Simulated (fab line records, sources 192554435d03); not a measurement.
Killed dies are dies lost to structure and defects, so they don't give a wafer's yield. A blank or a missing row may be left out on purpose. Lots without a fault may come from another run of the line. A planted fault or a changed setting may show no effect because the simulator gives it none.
Chamber matching | flow n5_finfet | N5_SD_EPI_P_DESCUM_14 on rie_diel-04: 4 sister chambers
The step chemistry O2, time 7.9 s. 4 wafers are shown with their chamber, then 7 later ones without.

WAFERS WITH THEIR CHAMBER
wafer  | chamber | throttle_valve_pct (%)
L089.3 | 0       | 20.1
L089.6 | 3       | 19.7
L090.1 | 1       | 20.7
L090.4 | 2       | 20.5

WAFERS WITHOUT THEIR CHAMBER
wafer  | throttle_valve_pct (%)
L090.6 | 20.5
L095.1 | 19.7
L095.3 | 20.2
L095.4 | 20.5
L096.4 | 20.5
L096.5 | 19.7
L096.6 | 20.2

WHICH CHAMBER EACH WENT THROUGH
wafer  | from the rows above | in truth
L090.6 | 2                   | 2
L095.1 | 3                   | 3
L095.3 | 0                   | 0
L095.4 | 2                   | 2
L096.4 | 2                   | 2
L096.5 | 3                   | 3
L096.6 | 0                   | 0
Placed correctly: 7 of 7. Can't be placed from these rows: 0. Placed wrongly: 0.
How it was worked out, from the rows above alone: a wafer's distance from a chamber is the root of the sum, over the readings, of the square of ((its reading less the chamber's mean) divided by the reading's scatter). The wafer belongs to the nearest chamber; if the next one is less than 2 further off, it can't be placed. A chamber's mean is the mean of its shown wafers. The scatter: with one shown wafer a chamber, the root of the mean of the squares of how far each hidden wafer lies from its nearest shown one.
